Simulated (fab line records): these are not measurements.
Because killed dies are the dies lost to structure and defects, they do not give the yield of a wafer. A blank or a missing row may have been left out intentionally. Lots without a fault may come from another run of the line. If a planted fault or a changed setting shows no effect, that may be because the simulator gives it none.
Struck lot and sound lot, side by side + flow n5Finfet + 38 out of 1938 route steps
Sound: the wafers L798.2, L798.4, L798.5. Struck: wafer L807.2. (L807.5, L807.6 of the same lot were not struck and are left out.) The cause comes at the end.
Each step with rows lists, per side, the tool, then ch with its chambers, then its first start. Under that, the readings that differ: sound wafers + struck wafers + difference of the means + sigmas: that difference in standard deviations of wafers without a fault.
alike: same words and numbers on both sides, and readings whose means sit less than 2 such deviations apart. not compared: any withheld reading, any reading some wafer has no value for, any bound like >300 that may hide the same value, and any number with overlapping values for which the record gives no deviation.
The two part at a step that has a row with sigmas, a row that says differs or no value, or rows on one side only. Numbers that have no deviation but don't overlap get no sigmas and don't part them. A reading missing from all wafers of one side parts the sides only when that side holds two or more wafers.

first, 9 steps without rows for these wafers: N5_BEOL_M2_ANNEAL_95 (time 240 s); N5_BEOL_M2_SPUTTER_96 (material Cu, target thk 4.5 nm, time 8.29 s); N5_BEOL_M2_ECD_50 (material Cu, target thk 300 nm); N5_BEOL_M2_ANNEAL_51 (time 90 s); N5_BEOL_M2_CMP_52 (polishes, stops on SiOC, t overpolish 6.8 s, target thk 40 nm); N5_BEOL_M2_PRE_CLEAN_60 (time 15 s); N5_BEOL_M2_CO_CAP_55 (material Co, precursor CCTBA/H2, target thk 2 nm, time 102.1 s); N5_BEOL_M2_PRE_CLEAN_56 (time 15 s); N5_BEOL_M2_DEP_57 (deposits SiCN from 3MS/NH3, target thk 8 nm, time 14 s).
N5_BEOL_M3_ILD_DEP_00: deposits SiOC from DEMS/O2, target thk 79 nm, time 15.3 s.
  sound on pecvd-03 ch 0,1, day 8 09:05; struck on pecvd-03 ch 0, day 10 10:58
| reading                                     | sound          | struck | difference | sigmas |
|---------------------------------------------|----------------|--------|------------|--------|
| model.SiOC_of_BEOL_M3_ILD_DEP_00.thkNm (nm) | 78.2 79.2 78.6 | 85.2   | +6.5       |        |
  alike: heaterPowerW, showerheadPlenumPTorr, throttleValvePct
N5_BEOL_M3_THK_MEAS_01:
  sound on filmMetro-01, day 8 09:09; struck on filmMetro-01, day 10 11:02
| reading         | sound          | struck | difference | sigmas |
|-----------------|----------------|--------|------------|--------|
| M3_ILD_THK (nm) | 78.2 79.2 78.6 | 85.1   | +6.4       | +6     |
then, 24 steps without rows for these wafers: N5_BEOL_M3_PECVD_72 (deposits SiO2 from TEOS/O2, target thk 16 nm, time 18 s); N5_BEOL_M3_HM_DEP_02 (deposits TiN, target thk 20 nm); N5_BEOL_M3_COAT_61 (time 60 s, resist thk 60 nm); N5_BEOL_M3_COAT_62 (time 60 s, resist thk 12 nm); N5_BEOL_M3_COAT_73 (time 60 s, resist thk 5 nm); N5_BEOL_M3_COAT_05 (resist thk 30 nm); N5_BEOL_M3_EBR_07; N5_BEOL_M3_SOFTBAKE_06 (time 60 s); N5_BEOL_M3_EXPOSE_08 (exposes mask M3); N5_BEOL_M3_PEB_09 (peb time 60 s); N5_BEOL_M3_DEVELOP_10 (develop time 30 s); N5_BEOL_M3_DESCUM_16 (chemistry O2, time 7 s); N5_BEOL_M3_ETCH_74 (etches underlayer in N2/H2, target depth 6.5 nm, time 5.2 s); N5_BEOL_M3_ETCH_63 (etches SiARC in CF4, target depth 15.6 nm, time 26 s); N5_BEOL_M3_ETCH_64 (etches SOC in N2/H2, target depth 75 nm, overetch 15 nm, time 112.5 s); N5_BEOL_M3_STRIP_65 (strips in N2/H2); N5_BEOL_M3_STRIP_75 (strips in N2/H2); N5_BEOL_M3_STRIP_66 (strips in CF4); N5_BEOL_M3_HM_OPEN_17 (chemistry Cl2/BCl3, target TiN, target depth 20 nm, overetch 6 nm); N5_BEOL_M3_STRIP_19 (strips in O2); N5_BEOL_M3_COAT_67 (time 60 s, resist thk 60 nm); N5_BEOL_M3_COAT_68 (time 60 s, resist thk 12 nm); N5_BEOL_M3_COAT_76 (time 60 s, resist thk 5 nm); N5_BEOL_M3_COAT_22 (resist thk 30 nm).
N5_BEOL_M3_CMP_52: polishes, stops on SiOC, t overpolish 6.8 s, target thk 40 nm.
  sound on cmp-04 ch 1,2, day 8 17:08; struck on cmp-01 ch 0, day 11 00:48
| reading                                     | sound          | struck | difference | sigmas |
|---------------------------------------------|----------------|--------|------------|--------|
| model.Cu_of_BEOL_M3_ECD_50.thkNm (nm)       | 41.8 41.6 42.2 | 47     | +5         |        |
| model.SiOC_of_BEOL_M3_ILD_DEP_00.thkNm (nm) | 75.2 76.2 75.6 | 82.2   | +6.5       |        |
  alike: edgeZonePressureFrac, motorCurrentA, slurryFlowMlMin
N5_BEOL_M4_RC_MEAS_101:
  sound on prober-01 ch 0, day 9 03:20; struck on prober-01 ch 0, day 11 13:02
  alike: DIBL_N, DIBL_P, IOFF_N, IOFF_P, ION_N, ION_P, SS_N, SS_P, VT_N, VT_P
-- a jump in the record: the struck wafers' starts before and after are 5 days apart (it breaks off in module BEOL_M4 and resumes in module PASSIVATION, where the first step shown is number 1936 of the route) --
N5_PASSIVATION_PROBE_49:
  record: rows for the struck wafers here (prober-02, day 16 05:53), none for the sound ones

== WHERE THEY PART ==
At N5_BEOL_M3_THK_MEAS_01 first; at N5_PASSIVATION_PROBE_49 last (within this record only).

WHY: what had been put in by the simulator
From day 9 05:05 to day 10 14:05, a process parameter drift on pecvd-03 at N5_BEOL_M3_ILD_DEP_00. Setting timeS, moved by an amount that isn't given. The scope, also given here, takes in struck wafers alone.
